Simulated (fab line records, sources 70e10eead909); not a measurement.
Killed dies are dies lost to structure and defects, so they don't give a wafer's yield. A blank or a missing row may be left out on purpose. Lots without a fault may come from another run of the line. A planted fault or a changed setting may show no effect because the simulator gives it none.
Which tool did it? | flow nand_harc | 24 lots, 72 wafers sampled, at 5 steps of a route of 1159

WHAT THE GAUGES READ, wafer by wafer
NHARC_P_M2_INSPECT_11. Usual: raw_defect_count 3.5, standard deviation 2.
lot  | measured     | on                | raw_defect_count | flag
L074 | day 5 18:28  | defect_inspect-01 | 3 1 1            |
L075 | day 6 13:58  | defect_inspect-02 | 2 3 5            |
L078 | day 7 03:43  | defect_inspect-01 | 3 3 4            |
L076 | day 7 04:12  | defect_inspect-01 | 5 4 4            |
L077 | day 7 04:26  | defect_inspect-01 | 2 4 0            |
L080 | day 7 13:04  | defect_inspect-02 | 1 5 2            |
L079 | day 7 14:10  | defect_inspect-02 | 1 1 1            |
L082 | day 7 23:09  | defect_inspect-01 | 1 1 1            |
L081 | day 8 02:19  | defect_inspect-02 | 7 4 2            |
L085 | day 8 17:10  | defect_inspect-01 | 4 4 1            |
L083 | day 8 17:47  | defect_inspect-01 | 1 5 2            |
L084 | day 8 19:43  | defect_inspect-02 | 1 3 1            |
L087 | day 9 05:09  | defect_inspect-02 | 3 6 4            |
L086 | day 9 06:15  | defect_inspect-02 | 2 1 4            |
L089 | day 9 16:37  | defect_inspect-01 | 4 2 4            |
L088 | day 9 17:20  | defect_inspect-01 | 3 6 7            |
L090 | day 10 12:22 | defect_inspect-01 | 3 8 5            |
L091 | day 10 12:38 | defect_inspect-02 | 5 4 3            |
L092 | day 10 18:37 | defect_inspect-02 | 5 5 5            |
L093 | day 10 23:08 | defect_inspect-01 | 3 3 4            |
L094 | day 11 04:56 | defect_inspect-01 | 5 7 12           |
L096 | day 11 17:32 | defect_inspect-02 | 0 4 3            |
L095 | day 11 19:03 | defect_inspect-01 | 4 5 6            |
L097 | day 11 19:12 | defect_inspect-02 | 2 5 5            |

WHICH TOOL RAN EACH LOT (tool, then ch and the chambers of the sampled wafers, then the start)
lot  | NHARC_P_CONTACT_PVD_32                  | NHARC_P_M0_STRIP_18                | NHARC_P_M1_DESCUM_14               | NHARC_P_M1_DEGAS_29
L074 | pvd_sputter-03, day 5 10:39 or earlier  | rie_diel-07 ch 0,1, day 5 10:39    | rie_diel-08 ch 1,2, day 5 14:19    | pvd_sputter-03, day 5 15:24
L075 | pvd_sputter-02, day 6 06:07 or earlier  | rie_diel-11 ch 1,2,3, day 6 06:07  | rie_diel-05 ch 1,2,3, day 6 09:48  | pvd_sputter-02, day 6 10:52
L078 | pvd_sputter-01, day 6 19:35 or earlier  | rie_diel-11 ch 0,1,2, day 6 19:35  | rie_diel-08 ch 2,3, day 6 23:18    | pvd_sputter-03, day 7 00:38
L076 | pvd_sputter-02, day 6 20:11 or earlier  | rie_diel-07 ch 1,2,3, day 6 20:11  | rie_diel-05 ch 1,2,3, day 6 23:54  | pvd_sputter-02, day 7 01:08
L077 | pvd_sputter-03, day 6 20:17 or earlier  | rie_diel-11 ch 0,1,2, day 6 20:17  | rie_diel-13 ch 0,1,3, day 7 00:13  | pvd_sputter-03, day 7 01:21
L080 | pvd_sputter-02, day 7 05:14 or earlier  | rie_diel-11 ch 2,3, day 7 05:14    | rie_diel-13 ch 0,2, day 7 08:57    | pvd_sputter-01, day 7 09:58
L079 | pvd_sputter-01, day 7 05:47 or earlier  | rie_diel-04 ch 0,1, day 7 05:47    | rie_diel-13 ch 1,2,3, day 7 09:44  | pvd_sputter-01, day 7 10:49
L082 | pvd_sputter-01, day 7 15:07 or earlier  | rie_diel-11 ch 1,2, day 7 15:07    | rie_diel-13 ch 0,1,2, day 7 19:07  | pvd_sputter-03, day 7 20:13
L081 | pvd_sputter-02, day 7 18:37 or earlier  | rie_diel-07 ch 0,2,3, day 7 18:37  | rie_diel-13 ch 1,2,3, day 7 22:21  | pvd_sputter-02, day 7 23:22
L085 | pvd_sputter-03, day 8 09:19 or earlier  | rie_diel-04 ch 0,1, day 8 09:19    | rie_diel-08 ch 2,3, day 8 13:02    | pvd_sputter-03, day 8 14:05
L083 | pvd_sputter-02, day 8 09:57 or earlier  | rie_diel-11 ch 2,3, day 8 09:57    | rie_diel-13 ch 1,2,3, day 8 13:40  | pvd_sputter-03, day 8 14:45
L084 | pvd_sputter-03, day 8 11:58 or earlier  | rie_diel-04 ch 0,3, day 8 11:58    | rie_diel-08 ch 1,2, day 8 15:32    | pvd_sputter-03, day 8 16:35
L087 | pvd_sputter-03, day 8 21:31 or earlier  | rie_diel-04 ch 0,2,3, day 8 21:31  | rie_diel-13 ch 0,1,2, day 9 01:10  | pvd_sputter-02, day 9 02:12
L086 | pvd_sputter-02, day 8 22:16 or earlier  | rie_diel-07 ch 0,2,3, day 8 22:16  | rie_diel-08 ch 1,2, day 9 02:14    | pvd_sputter-02, day 9 03:18
L089 | pvd_sputter-01, day 9 08:42 or earlier  | rie_diel-07 ch 0,2,3, day 9 08:42  | rie_diel-13 ch 0,1,2, day 9 12:38  | pvd_sputter-02, day 9 13:40
L088 | pvd_sputter-03, day 9 09:05 or earlier  | rie_diel-07 ch 0,2,3, day 9 09:05  | rie_diel-13 ch 0,1,3, day 9 12:57  | pvd_sputter-03, day 9 14:14
L090 | pvd_sputter-03, day 10 03:40 or earlier | rie_diel-07 ch 1,2,3, day 10 03:40 | rie_diel-05 ch 0,1, day 10 08:07   | pvd_sputter-02, day 10 09:08
L091 | pvd_sputter-01, day 10 03:41 or earlier | rie_diel-04 ch 0,1, day 10 03:41   | rie_diel-08 ch 1,2,3, day 10 08:17 | pvd_sputter-03, day 10 09:26
L092 | pvd_sputter-01, day 10 10:50 or earlier | rie_diel-11 ch 2,3, day 10 10:50   | rie_diel-08 ch 0,2,3, day 10 14:24 | pvd_sputter-01, day 10 15:29
L093 | pvd_sputter-02, day 10 15:11 or earlier | rie_diel-11 ch 1,2,3, day 10 15:11 | rie_diel-13 ch 0,2,3, day 10 18:58 | pvd_sputter-01, day 10 20:02
L094 | pvd_sputter-02, day 10 21:11 or earlier | rie_diel-11 ch 1,2,3, day 10 21:11 | rie_diel-08 ch 0,1,3, day 11 00:45 | pvd_sputter-01, day 11 01:47
L096 | pvd_sputter-03, day 11 09:53 or earlier | rie_diel-04 ch 1,2,3, day 11 09:53 | rie_diel-08 ch 0,1,3, day 11 13:31 | pvd_sputter-02, day 11 14:32
L095 | pvd_sputter-01, day 11 11:07 or earlier | rie_diel-11 ch 0,1, day 11 11:07   | rie_diel-05 ch 0,1, day 11 14:53   | pvd_sputter-02, day 11 15:58
L097 | pvd_sputter-03, day 11 11:16 or earlier | rie_diel-04 ch 0,1,2, day 11 11:16 | rie_diel-08 ch 1,2, day 11 15:05   | pvd_sputter-03, day 11 16:07
- NHARC_P_CONTACT_PVD_32: deposits Ti, target thk 5 nm, time 17.7 s.
- NHARC_P_M0_STRIP_18: strips in N2/H2.
- NHARC_P_M1_DESCUM_14: chemistry O2, time 3 s.
- NHARC_P_M1_DEGAS_29: time 60 s.

WHAT THE TOOLS THEMSELVES READ (means of the sampled wafers that have a number; where no wafer has one, the mark that the record gives instead)
NHARC_P_CONTACT_PVD_32. Usual: cathode_dc_power_W 5000.1 W, standard deviation 0.98; throttle_valve_pct 30.1 %, standard deviation 0.85.
lot  | tool           | cathode_dc_power_W (W) | throttle_valve_pct (%) | flag
L074 | pvd_sputter-03 | 4999.7                 | 30.2                   |
L075 | pvd_sputter-02 | 5000.5                 | 30.0                   |
L078 | pvd_sputter-01 | 5000.2                 | 30.9                   |
L076 | pvd_sputter-02 | 5000.0                 | 29.7                   |
L077 | pvd_sputter-03 | 5000.5                 | 30.2                   |
L080 | pvd_sputter-02 | 5001.0                 | 29.7                   |
L079 | pvd_sputter-01 | 4999.9                 | 29.9                   |
L082 | pvd_sputter-01 | 4998.7                 | 31.3                   |
L081 | pvd_sputter-02 | 4999.9                 | 29.5                   |
L085 | pvd_sputter-03 | 5000.2                 | 30.4                   |
L083 | pvd_sputter-02 | 4999.9                 | 30.0                   |
L084 | pvd_sputter-03 | 4999.9                 | 29.3                   |
L087 | pvd_sputter-03 | 4999.7                 | 29.9                   |
L086 | pvd_sputter-02 | 5001.2                 | 29.8                   |
L089 | pvd_sputter-01 | 5000.8                 | 30.5                   |
L088 | pvd_sputter-03 | 5000.8                 | 29.8                   |
L090 | pvd_sputter-03 | 4999.4                 | 29.9                   |
L091 | pvd_sputter-01 | 5000.1                 | 30.5                   |
L092 | pvd_sputter-01 | 5000.5                 | 30.6                   |
L093 | pvd_sputter-02 | 5000.1                 | 30.0                   |
L094 | pvd_sputter-02 | 4999.7                 | 29.7                   |
L096 | pvd_sputter-03 | 4999.6                 | 30.3                   |
L095 | pvd_sputter-01 | 5000.4                 | 29.6                   |
L097 | pvd_sputter-03 | 4999.9                 | 29.8                   |

NHARC_P_M0_STRIP_18. Usual: drypump_motor_current_A 5.7 A, standard deviation 0.42; h2_flow_sccm 150.0 sccm, standard deviation 0.42; oes_product_au 0.998 a.u., standard deviation 0.014; rf_vpp_V 90.9 V, standard deviation 1.1; showerhead_plenum_p_Torr 2.07 Torr, standard deviation 0.093; throttle_valve_pct 14.172 %, standard deviation 0.0095.
lot  | tool        | drypump_motor_current_A (A) | h2_flow_sccm (sccm) | oes_product_au (a.u.) | rf_vpp_V (V) | showerhead_plenum_p_Torr (Torr) | throttle_valve_pct (%) | flag
L074 | rie_diel-07 | 5.3                         | 150.4               | 1.011                 | 89.5         | 2.01                            | 14.174                 |
L075 | rie_diel-11 | 5.9                         | 150.2               | 0.999                 | 91.3         | 2.10                            | 14.179                 |
L078 | rie_diel-11 | 5.8                         | 149.9               | 0.998                 | 91.1         | 2.05                            | 14.177                 |
L076 | rie_diel-07 | 5.6                         | 150.1               | 0.994                 | 91.9         | 2.18                            | 14.166                 |
L077 | rie_diel-11 | 5.7                         | 150.0               | 0.988                 | 91.3         | 2.05                            | 14.171                 |
L080 | rie_diel-11 | 5.8                         | 150.1               | 1.002                 | 91.5         | 2.10                            | 14.170                 |
L079 | rie_diel-04 | 6.0                         | 150.1               | 0.999                 | 90.9         | 2.14                            | 14.170                 |
L082 | rie_diel-11 | 5.9                         | 149.9               | 0.983                 | 91.0         | 2.09                            | 14.177                 |
L081 | rie_diel-07 | 5.5                         | 150.0               | 1.004                 | 91.2         | 2.09                            | 14.168                 |
L085 | rie_diel-04 | 6.0                         | 149.7               | 0.996                 | 90.8         | 2.14                            | 14.172                 |
L083 | rie_diel-11 | 5.8                         | 149.7               | 1.003                 | 91.7         | 2.09                            | 14.177                 |
L084 | rie_diel-04 | 5.3                         | 150.3               | 0.993                 | 89.8         | 1.95                            | 14.161                 |
L087 | rie_diel-04 | 5.4                         | 150.1               | 0.991                 | 89.9         | 1.99                            | 14.185                 |
L086 | rie_diel-07 | 5.6                         | 150.1               | 1.001                 | 90.3         | 2.09                            | 14.180                 |
L089 | rie_diel-07 | 5.5                         | 149.7               | 1.005                 | 90.5         | 2.09                            | 14.172                 |
L088 | rie_diel-07 | 5.6                         | 150.1               | 1.007                 | 91.2         | 2.09                            | 14.181                 |
L090 | rie_diel-07 | 5.7                         | 150.1               | 1.000                 | 91.3         | 2.18                            | 14.166                 |
L091 | rie_diel-04 | 6.0                         | 149.9               | 0.994                 | 91.4         | 2.14                            | 14.162                 |
L092 | rie_diel-11 | 5.8                         | 150.1               | 1.003                 | 90.5         | 2.10                            | 14.178                 |
L093 | rie_diel-11 | 5.8                         | 150.2               | 1.013                 | 91.3         | 2.10                            | 14.166                 |
L094 | rie_diel-11 | 5.9                         | 149.6               | 1.019                 | 90.6         | 2.10                            | 14.177                 |
L096 | rie_diel-04 | 5.8                         | 150.3               | 0.986                 | 90.6         | 2.05                            | 14.175                 |
L095 | rie_diel-11 | 5.9                         | 150.0               | 1.008                 | 90.1         | 2.05                            | 14.170                 |
L097 | rie_diel-04 | 5.8                         | 150.1               | 0.984                 | 90.9         | 2.09                            | 14.178                 |

NHARC_P_M1_DESCUM_14. Usual: drypump_motor_current_A 5.9 A, standard deviation 0.41; oes_product_au 1.002 a.u., standard deviation 0.014; rf_vpp_V 58.0 V, standard deviation 0.88; showerhead_plenum_p_Torr 1.95 Torr, standard deviation 0.085; throttle_valve_pct 11.312 %, standard deviation 0.0091.
lot  | tool        | drypump_motor_current_A (A) | oes_product_au (a.u.) | rf_vpp_V (V) | showerhead_plenum_p_Torr (Torr) | throttle_valve_pct (%) | flag
L074 | rie_diel-08 | 5.7                         | 1.005                 | 58.1         | 1.95                            | 11.320                 |
L075 | rie_diel-05 | 6.1                         | 0.998                 | 57.4         | 1.91                            | 11.323                 |
L078 | rie_diel-08 | 5.8                         | 0.997                 | 58.3         | 2.00                            | 11.317                 |
L076 | rie_diel-05 | 6.1                         | 0.988                 | 58.1         | 1.91                            | 11.310                 |
L077 | rie_diel-13 | 5.8                         | 1.006                 | 58.3         | 1.94                            | 11.320                 |
L080 | rie_diel-13 | 5.7                         | 1.012                 | 58.2         | 2.00                            | 11.305                 |
L079 | rie_diel-13 | 5.5                         | 1.013                 | 58.2         | 1.92                            | 11.316                 |
L082 | rie_diel-13 | 5.7                         | 1.013                 | 59.2         | 2.00                            | 11.306                 |
L081 | rie_diel-13 | 5.6                         | 1.017                 | 57.8         | 1.91                            | 11.308                 |
L085 | rie_diel-08 | 6.1                         | 0.995                 | 58.0         | 2.01                            | 11.310                 |
L083 | rie_diel-13 | 5.6                         | 1.016                 | 58.7         | 1.91                            | 11.314                 |
L084 | rie_diel-08 | 5.7                         | 1.003                 | 57.8         | 1.95                            | 11.308                 |
L087 | rie_diel-13 | 5.7                         | 1.007                 | 58.2         | 2.00                            | 11.309                 |
L086 | rie_diel-08 | 5.9                         | 1.005                 | 57.5         | 1.90                            | 11.312                 |
L089 | rie_diel-13 | 5.7                         | 1.005                 | 58.6         | 2.00                            | 11.316                 |
L088 | rie_diel-13 | 5.8                         | 1.004                 | 58.2         | 1.94                            | 11.310                 |
L090 | rie_diel-05 | 6.0                         | 0.976                 | 57.5         | 1.93                            | 11.316                 |
L091 | rie_diel-08 | 6.1                         | 0.987                 | 57.9         | 1.95                            | 11.308                 |
L092 | rie_diel-08 | 5.9                         | 0.998                 | 57.5         | 2.01                            | 11.303                 |
L093 | rie_diel-13 | 5.9                         | 1.013                 | 57.6         | 1.93                            | 11.305                 |
L094 | rie_diel-08 | 6.1                         | 1.000                 | 57.9         | 1.96                            | 11.320                 |
L096 | rie_diel-08 | 6.1                         | 1.011                 | 56.8         | 1.96                            | 11.304                 |
L095 | rie_diel-05 | 5.6                         | 0.993                 | 57.8         | 1.92                            | 11.318                 |
L097 | rie_diel-08 | 6.0                         | 1.003                 | 57.5         | 1.89                            | 11.306                 |

NHARC_P_M1_DEGAS_29. Usual: heater_power_w 346 W, standard deviation 33.
lot  | tool           | heater_power_w (W) | flag
L074 | pvd_sputter-03 | 371                |
L075 | pvd_sputter-02 | 346                |
L078 | pvd_sputter-03 | 340                |
L076 | pvd_sputter-02 | 340                |
L077 | pvd_sputter-03 | 349                |
L080 | pvd_sputter-01 | 404                |
L079 | pvd_sputter-01 | 314                |
L082 | pvd_sputter-03 | 335                |
L081 | pvd_sputter-02 | 333                |
L085 | pvd_sputter-03 | 345                |
L083 | pvd_sputter-03 | 362                |
L084 | pvd_sputter-03 | 360                |
L087 | pvd_sputter-02 | 330                |
L086 | pvd_sputter-02 | 345                |
L089 | pvd_sputter-02 | 326                |
L088 | pvd_sputter-03 | 347                |
L090 | pvd_sputter-02 | 314                |
L091 | pvd_sputter-03 | 352                |
L092 | pvd_sputter-01 | 374                |
L093 | pvd_sputter-01 | 332                |
L094 | pvd_sputter-01 | 367                |
L096 | pvd_sputter-02 | 301                |
L095 | pvd_sputter-02 | 328                |
L097 | pvd_sputter-03 | 334                |

THE ANSWER, worked out from the rows above alone
Rule: a lot is off if the mean of its wafers that have a number lies more than 3 standard deviations from the usual mean. A lot without any number at a reading at which 4 lots or more have one is off too. The other lots that the step has rows for count as sound. The gauges are gone through in route order, then the tools' own readings, and for those a lot's mean is taken as printed above. The first step at which some lot is off is used, and at that step the reading that is off furthest; a lot without a number counts as furthest.
No lot is off at any reading shown: from this, nothing can be told.

WHAT THE SIMULATOR HAD PUT IN
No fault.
